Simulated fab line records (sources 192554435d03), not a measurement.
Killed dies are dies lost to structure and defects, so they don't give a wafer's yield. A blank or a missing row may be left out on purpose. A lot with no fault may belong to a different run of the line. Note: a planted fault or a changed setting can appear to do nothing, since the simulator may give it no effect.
fab line records :: flow n5_finfet
record
  lots=4
  wafers=12
  last_day=15
route steps=1938 shown SDB@359 DUMMY_REMOVAL@377 HKMG_FIN@385 PASSIVATION@1936
lots untouched by any fault: they come from a run of this same line in which no faults occurred
start_h: hours from the record's opening day to when the first of the lot's shown wafers began :: wait_h: hours elapsed since this lot's preceding step :: " identical to the entry in the row above :: L1.1+2: a single row standing in for several wafers :: - no value, or no start was given :: * or withheld: withheld :: < > ~ a bound
route shown NAME@n: a module of which the file shows steps, and the number in the route of the first :: usual: mean and standard deviation over wafers with no fault :: same: alike in all rows :: chamber/n: place in a boat :: sites: per-site readings :: _std_site: the standard deviation of these :: _edge_site: inner sites' mean taken away from outer sites' mean :: radius_mm: how far each site lies from the wafer's centre :: mask NAME#n: copy n :: behind: tool/chamber where the wafer was last shaped :: hold: why the lot was held/for how many hours/how that ended :: device: names the non-switching transistor (n, p or np) :: end of line: the route-end tests of the same wafers :: where a step has no rows: the recipe by itself :: killed: not the wafer's yield, but the dies lost to structure and defects at the first sort :: map: dies across one wafer; x = killed, . = not, _ = none there
set.NAME: the run value of the setting; set.NAME@STEP: its run value at that earlier step :: model.NAME: the simulator's own value behind a step, which no gauge read
lots seen at some steps along the route; tables by step, rows by wafer
## steps
# step N5_SDB_DESCUM_16
# recipe
  chemistry=O2
  time_s=7.9
  source_power_w=50
  bias_power_w=20
  pressure_mtorr=20
  rf_frequency_hz=2.712e+07
  temp_c=40
  resist=CAR-ArF
  o2_flow_sccm=225
# step N5_SDB_ETCH_17
# recipe
  chemistry=CF4
  target=SiARC
  target_depth_a=234
  mask_material=CAR-ArF
  time_s=39
  ion_energy_ev=80
  pressure_mtorr=40
  source_w=545
  bias_w=36
  Ar_flow_sccm=100
  cf4_flow_sccm=100
  ends=cleared
# step N5_SDB_ETCH_18
# recipe
  chemistry=N2/H2
  target=SOC
  target_depth_a=1000
  overetch_a=200
  mask_material=SiARC
  temp_c=40
  time_s=150
  ion_energy_ev=200
  pressure_mtorr=30
  source_w=840
  bias_w=150
  n2_flow_sccm=200
  h2_flow_sccm=200
# step N5_SDB_STRIP_19
# recipe
  chemistry=N2/H2
  temp_c=40
  n2_flow_sccm=200
  h2_flow_sccm=200
  rf_frequency_hz=6e+07
# step N5_SDB_STRIP_21
# recipe
  chemistry=CF4
  resist=SiARC
  power_w=300
  bias_power_w=75
  pressure_mtorr=50
  cf4_flow_sccm=150
  rf_frequency_hz=6e+07
# step N5_SDB_HM_OPEN_20
# recipe
  chemistry=CH3F/O2
  target=SiNx
  mask_material=SOC
  target_depth_a=240
  stop_on=poly-Si
  over_etch_frac=0.4
  ion_energy_ev=120
  pressure_mtorr=30
  source_w=395
  bias_w=73
  Ar_flow_sccm=150
  CH3F_flow_sccm=30
  O2_flow_sccm=20
# step N5_SDB_STRIP_22
# recipe
  chemistry=N2/H2
  power_w=1000
  temp_c=250
  h2_frac=0.65
  overash_fraction=0.3
  pressure_mtorr=withheld
  n2_flow_sccm=1750
  h2_flow_sccm=3250
# step N5_SDB_PRECLEAN_23
# recipe
  chemistry=dHF
  time_s=30
  temp_c=25
  dilution=withheld
# step N5_SDB_DUMMY_REMOVE_24
# recipe
  chemistry=TMAH
  temp_c=70
  target=poly-Si
  stop_on=SiO2
  target_depth_nm=142
  conc_wt_pct=5
  time_s=57
  dry=ipa_marangoni
  rinse_time_s=30
  rinse_temp_c=23
# step N5_SDB_ETCH_25
# recipe
  chemistry=C4F6/O2
  target=SiO2
  target_depth_a=100
  time_s=3.3
  ion_energy_ev=250
  mask_material=SiNx
  pressure_mtorr=30
  source_w=345
  bias_w=185
  Ar_flow_sccm=300
  C4F6_flow_sccm=10
  O2_flow_sccm=10
# step N5_SDB_CUT_ETCH_26
# recipe
  chemistry=HBr/Cl2/O2
  target=Si
  target_depth_a=1296
  bt_time_s=20
  mask_material=SiNx
  time_s=51.8
  ion_energy_ev=*
  bias_w=*
  pressure_mtorr=10
  icp_w=800
  HBr_flow_sccm=150
  Cl2_flow_sccm=80
  O2_flow_sccm=12
# step N5_SDB_PRECLEAN_38
# recipe
  chemistry=dHF
  time_s=10
  dilution=750:1
  temp_c=25
# step N5_SDB_PRECLEAN_39
# recipe
  chemistry=O3/DIW
  time_s=45
  temp_c=22
  o3_ppm=10
lot.wafer: L819.2+3+4
tool: wet_bench-02
chamber: 6,3,5
start_h: 102.69
wait_h: 0.0

lot.wafer: L825.2+4+6
tool: wet_bench-01
chamber: 1,2,0
start_h: 142.58
wait_h: 0.0

lot.wafer: L828.3+4+6
tool: wet_bench-02
chamber: 4,3,6
start_h: 156.84
wait_h: 0.0

lot.wafer: L829.1+3+5
tool: wet_bench-02
chamber: 5,4,3
start_h: 162.05
wait_h: 0.0
# step N5_SDB_SRD_28
# recipe
  dry=ipa_marangoni
  time_s=30
  temp_c=23
  rinse_liquid=diw
# step N5_SDB_ALD_29
# recipe
  material=SiNx
  target_thk_a=300
  temp_c=400
  ald_precursor_family=SiH2I2
  ald_co_reactant=N2/H2-plasma
  pulse_time_s=1
  ald_cycles=600
  purge_time_s=2
  co_reactant_purge_time_s=2
  pressure_torr=2
# step N5_SDB_CMP_30
# recipe
  stop_on=poly-Si
  t_overpolish_s=1.54
  post_cmp_clean=alkaline_brush
  down_force_psi=4.1491
  platen_rpm=51.796
  pad_velocity_m_s=1.0306
  target_thk_nm=30
# step N5_DUMMY_REMOVAL_HM_STRIP_01
# recipe
  chemistry=CH3F/O2
  material=SiNx
  target_depth_a=40
  stop_on=poly-Si
  time_s=6.8
  over_etch_frac=0.3
  ion_energy_ev=60
  power_w=410
  bias_w=29
  Ar_flow_sccm=150
  CH3F_flow_sccm=30
  O2_flow_sccm=20
# step N5_DUMMY_REMOVAL_STRIP_10
# recipe
  chemistry=N2/H2
  time_s=40
  power_w=100
  temp_c=40
  pressure_mtorr=100
  rf_frequency_hz=6e+07
  bias_power_w=3
  n2_flow_sccm=300
  h2_flow_sccm=300
# step N5_DUMMY_REMOVAL_PRECLEAN_07
# recipe
  chemistry=dHF
  time_s=30
  temp_c=25
  dilution=withheld
# step N5_DUMMY_REMOVAL_DUMMY_REMOVE_02
# recipe
  chemistry=TMAH
  temp_c=70
  target=poly-Si
  stop_on=SiO2
  target_depth_nm=142
  conc_wt_pct=5
  time_s=57
  dry=ipa_marangoni
  rinse_time_s=30
  rinse_temp_c=23
# step N5_DUMMY_REMOVAL_PRECLEAN_08
# recipe
  chemistry=NF3:NH3
  afs_cycles=2
  temp_c=30
  time_s=20
  sublimation_temp_c=180
  sublimation_time_s=60
  pressure_torr=3
  rf_power_w=30
# step N5_DUMMY_REMOVAL_PRECLEAN_04
# recipe
  chemistry=DHF
  time_s=37
  temp_c=25
  dilution=500:1
# step N5_DUMMY_REMOVAL_SRD_05
# recipe
  dry=ipa_marangoni
  do_ppb=5
  time_s=30
  temp_c=23
  rinse_liquid=diw
# step N5_HKMG_FIN_IL_REGROW_00
# recipe
  material=SiO2
  target_thk_a=7.5
  chemistry=O3
  temp_c=withheld
  time_s=30
# step N5_HKMG_FIN_HK_ALD_01
# recipe
  material=HfO2
  target_thk_a=16
  temp_c=withheld
  ald_precursor_family=HfCl4
  ald_co_reactant=H2O
  pulse_time_s=3
  purge_time_s=3
  co_reactant_purge_time_s=2.5
  co_reactant_pulse_time_s=0.3
  ald_cycles=30
# step N5_HKMG_FIN_HK_ANNEAL_02
# recipe
  temp_c=700
  time_s=30
  ambient=N2
  idle_temp_c=600
  ramp_up_c_per_s=150
  ramp_down_c_per_s=60
  cool_to_c=600
# step N5_HKMG_FIN_ALD_74
# recipe
  material=La2O3
  target_thk_a=5
  temp_c=250
  ald_precursor_family=La-Cp
  ald_co_reactant=O3
  pulse_time_s=6
  co_reactant_pulse_time_s=1
  purge_time_s=3
  co_reactant_purge_time_s=3
# step N5_HKMG_FIN_ALD_75
# recipe
  material=Al2O3
  target_thk_a=10
  temp_c=150
  ald_precursor_family=TMA
  ald_co_reactant=H2O
  pulse_time_s=withheld
  co_reactant_pulse_time_s=1
# step N5_HKMG_FIN_COAT_41
# recipe
  resist=SOC
  temp_c=250
  time_s=60
  spin_rpm=1500
  resist_thk_nm=300
# step N5_HKMG_FIN_COAT_42
# recipe
  resist=SiARC
  temp_c=220
  time_s=60
  spin_rpm=1500
  resist_thk_nm=35
# step N5_HKMG_FIN_COAT_43
# recipe
  resist=CAR-ArF
  spin_rpm=1500
  resist_thk_nm=90
# step N5_HKMG_FIN_EBR_45
# recipe
  solvent=PGMEA
  ebr_width_mm=1.5
# step N5_HKMG_FIN_SOFTBAKE_44
# recipe
  temp_c=110
  time_s=60
  resist=CAR-ArF
# step N5_HKMG_FIN_EXPOSE_46
# recipe
  mask_id=NDIPOLE
  na=1.35
  source_shape=conventional
  sigma_outer=0.8
  polarization=unpolarized
  dose_mj=40
# step N5_HKMG_FIN_PEB_47
# recipe
  peb_temp_c=withheld
  peb_time_s=60
  resist=CAR-ArF
# step N5_HKMG_FIN_DEVELOP_48
# recipe
  develop_time_s=30
  developer=TMAH
  resist=CAR-ArF
  rinse_liquid=diw
  dry=air_spin
  dev_temp_c=23
# step N5_PASSIVATION_PROBE_49
# usual
  defect_limited_yield=91.8/1.5
  killed_at_M0_to_M3=33/11
  killed_at_M4_up=13/5
  killed_at_contacts=11/5.6
  killed_at_front_end=36/12
  killed_at_other=3.4/2.5
  killed_dies=97/18
  killed_open=64/13
  killed_short=31/6.9
  sort_bin_4_leakage=0.01/0.048
  sort_bin_5_function=4.8/1
  sort_bin_6_memory=3.1/0.64
  sort_n_pass=1083/18
  sort_yield_pct=91.8/1.5
# same
  gross_dies=1180
  killed_at_back_side=0
  sort_bin_8_speed[%]=0
lot.wafer: L828.3
tool: prober-02
chamber: -
start_h: 352.75
wait_h: 0.1
defect_limited_yield[%]: 78.9
killed_at_M0_to_M3: 39
killed_at_M4_up: 14
killed_at_contacts: 6
killed_at_front_end: 189
killed_at_other: 1
killed_dies: 249
killed_open: 75
killed_short: 32
sort_bin_4_leakage[%]: 0
sort_bin_5_function[%]: 12.5
sort_bin_6_memory[%]: 4.5
sort_n_pass: 931
sort_yield_pct[%]: 78.9

lot.wafer: L828.4
tool: prober-02
chamber: -
start_h: 352.80
wait_h: 0.2
defect_limited_yield[%]: 75.0
killed_at_M0_to_M3: 37
killed_at_M4_up: 14
killed_at_contacts: 6
killed_at_front_end: 237
killed_at_other: 1
killed_dies: 295
killed_open: 106
killed_short: 36
sort_bin_4_leakage[%]: 0
sort_bin_5_function[%]: 13.8
sort_bin_6_memory[%]: 7.1
sort_n_pass: 885
sort_yield_pct[%]: 75.0

lot.wafer: L828.6
tool: prober-02
chamber: -
start_h: 352.90
wait_h: 0.3
defect_limited_yield[%]: 77.4
killed_at_M0_to_M3: 34
killed_at_M4_up: 20
killed_at_contacts: 2
killed_at_front_end: 205
killed_at_other: 6
killed_dies: 267
killed_open: 83
killed_short: 37
sort_bin_4_leakage[%]: 0
sort_bin_5_function[%]: 13.2
sort_bin_6_memory[%]: 5.4
sort_n_pass: 913
sort_yield_pct[%]: 77.4

lot.wafer: L829.1
tool: prober-01
chamber: -
start_h: 370.17
wait_h: 0.0
defect_limited_yield[%]: 80.7
killed_at_M0_to_M3: 20
killed_at_M4_up: 13
killed_at_contacts: 14
killed_at_front_end: 178
killed_at_other: 3
killed_dies: 228
killed_open: 47
killed_short: 25
sort_bin_4_leakage[%]: 0
sort_bin_5_function[%]: 11.1
sort_bin_6_memory[%]: 4.3
sort_n_pass: 952
sort_yield_pct[%]: 80.7

lot.wafer: L829.3
tool: prober-01
chamber: -
start_h: 370.27
wait_h: 0.1
defect_limited_yield[%]: 81.5
killed_at_M0_to_M3: 28
killed_at_M4_up: 15
killed_at_contacts: 7
killed_at_front_end: 167
killed_at_other: 1
killed_dies: 218
killed_open: 48
killed_short: 28
sort_bin_4_leakage[%]: 0
sort_bin_5_function[%]: 10.7
sort_bin_6_memory[%]: 3.2
sort_n_pass: 962
sort_yield_pct[%]: 81.5

lot.wafer: L829.5
tool: prober-01
chamber: -
start_h: 370.37
wait_h: 0.2
defect_limited_yield[%]: 77.4
killed_at_M0_to_M3: 42
killed_at_M4_up: 14
killed_at_contacts: 13
killed_at_front_end: 196
killed_at_other: 2
killed_dies: 267
killed_open: 75
killed_short: 31
sort_bin_4_leakage[%]: 0
sort_bin_5_function[%]: 12.6
sort_bin_6_memory[%]: 5.4
sort_n_pass: 913
sort_yield_pct[%]: 77.4
# killed by level:class
L828.3 SDB:unspecified=142 STI_FIN_REVEAL:geometric_particle:open=11 FIN_SAQP:geometric_particle:open=11 FIN_SAQP:geometric_particle:short=11 BEOL_M0_SAQP:geometric_particle:open=9 BEOL_M3:geometric_particle:open=9 BEOL_M4:geometric_particle:open=8 MOL_CONTACT_COAG:geometric_particle:open=6
L828.4 SDB:unspecified=151 FIN_SAQP:geometric_particle:open=37 FIN_SAQP:geometric_particle:short=12 BEOL_M2:geometric_particle:open=11 GATE_CUT:geometric_particle:open=10 GATE_CUT:geometric_particle:short=8 BEOL_M0_SAQP:geometric_particle:open=7 DUMMY_GATE:geometric_particle:open=6
L828.6 SDB:unspecified=143 STI_FIN_REVEAL:geometric_particle:open=21 FIN_SAQP:geometric_particle:open=13 BEOL_M4:geometric_particle:open=10 FIN_SAQP:geometric_particle:short=9 GATE_CUT:geometric_particle:short=6 BEOL_M0_SAQP:geometric_particle:open=6 BEOL_M3:geometric_particle:open=6
L829.1 SDB:unspecified=152 MOL_CONTACT_COAG:geometric_particle:open=12 FIN_SAQP:geometric_particle:short=7 BEOL_M4:geometric_particle:open=6 STI_FIN_REVEAL:geometric_particle:open=5 BEOL_M0_SAQP:geometric_particle:open=4 BEOL_M3:geometric_particle:open=4 GATE_CUT:geometric_particle:short=3
L829.3 SDB:unspecified=139 FIN_SAQP:geometric_particle:short=9 FIN_SAQP:geometric_particle:open=7 BEOL_M1:geometric_particle:open=6 BEOL_M4:geometric_particle:open=6 MOL_CONTACT_COAG:geometric_particle:open=5 BEOL_M2:geometric_particle:open=5 BEOL_M0:geometric_particle:open=4
L829.5 SDB:unspecified=161 BEOL_M1:geometric_particle:open=12 MOL_CONTACT_COAG:geometric_particle:open=12 BEOL_M0_SAQP:geometric_particle:open=10 FIN_SAQP:geometric_particle:short=9 STI_FIN_REVEAL:geometric_particle:open=9 FIN_SAQP:geometric_particle:open=6 BEOL_M0_SAQP:geometric_particle:short=6
# map L828.4 (x killed, . not)
_________________.....x......________________
______________.................._____________
___________..x..x.........x.x..x...__________
__________............xx.....x......_________
________x.......x....................._______
_______xxx...x...................x.x...______
______x...x......xxx..............x....._____
_____x...x........................xx.x...____
____...........x.......x....x....x........___
___.....x..x..x..x.......x.xxxxxx.x......xx__
___......x.......x.x....x.xxxxxx.x...x.x...__
__.xx.........x........xxxxxxxxxxxx.xx......_
__.xx...x..x...x....x..xxxxxxxxxxxxx........_
_.......x...........x.xxxxxxxxxxxxxxxx...x..x
_.............x.......xxxxxxxxxxxxxxx.x.x...x
_x...............xxx.xxxxxxxxxxxxxxxx.x.x....
_....xx......x........xxxxxxxxxxxxx.x.x......
_x....xx.x...x..........xxxxxxxxxxxxx........
_.x.x.............xx.xxx.xxxxxxxxxxx.x..x....
_......x...............x.xxxxxxxxxx.x.x......
_...x.x..x...x...........x.xx..x..xx.....x...
__.....x...................xx.xx.x.........._
__.x.x................x.....x.x..........x.._
___xx...........x.x.......x.......xx......x__
___..........x.....x......x..x....x........__
____.........x....x..x..xx................___
_____.........x.....x.................x..____
______.x.......x.x....x.....x..........._____
_______x......x.................x...x..______
________...x...........x.......x....x._______
__________..xx....x................._________
___________x....x..x......x.....xx.__________
______________.......x...x......_____________
_________________x...........________________
# map L829.5 (x killed, . not)
_________________.......x....________________
______________..x....x.........._____________
___________...............x........__________
__________............x....x........_________
________.........x.....x...x.x........_______
_______.....x....................x..x..______
______............x...........x........._____
_____............x............x.......x.x____
____........x...........xxx.xx....x....xx.___
___.xx...................x.xx.xx..x....x...__
___.x...x.......x......xxxxxxxxxxxxx.......__
__.............x......x.xxxxxxxxxxxxxx......_
__.....x............xxxxxxxxxxxxxxxxx....x.._
_.......x............xxxxxxxxxxxxxxxx..x.x...
_.........x..xx......xxxxxxxxxxxxxxxxxx......
_.......x............xxxxxxxxxxxxxxxx.x..x...
_.x..................x.xxxxxxxxxxxxxx........
_.....................xxxxxxxxxxxxx..x.x.x...
_.............x........x.xxxxxxxxxx.x........
_.......x.............xx.xxxxxxxxx..........x
_.x.....x........x...xxx..xxxx.xx............
__..........x.xx........xx..x.x.......x.x..._
__...x....x........xxx..........x..........._
___.x..x......................x....x.......__
___.x....x....................x............__
____...........x..x...............x.......___
_____.x..x...x..................x..x.....____
______...............x........x........._____
_______.x...........x.......x.x..x.....______
________........x....x.......xxxx....._______
__________.........................x_________
___________...............x.....x..__________
______________...........x..x..._____________
_________________........x.x.________________
## key
first_sign
  step=N5_PASSIVATION_PROBE_49
  reading=killed_at_front_end
  direction=up
  sigmas=13
  usual=36
  struck=195
effect
  step=N5_PASSIVATION_PROBE_49
  reading=defect_limited_yield
  direction=down
  sigmas=8.8
  usual=91.8
  struck=78.5
more_kills_born_at
  N5_SDB_PRECLEAN_39@wet_bench-02=888
met_at N5_SDB_PRECLEAN_39
struck_wafers L828.3,L828.4,L828.6,L829.1,L829.3,L829.5
onset_between 102.69 156.84
also_fits time
fault
  kind=chamber_particle_source
  tool=wet_bench-02
  chamber=-
  onset_h=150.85
  steps=N5_SDB_PRECLEAN_39
  rate_per_visit_cm2=1.917
  end_h=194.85
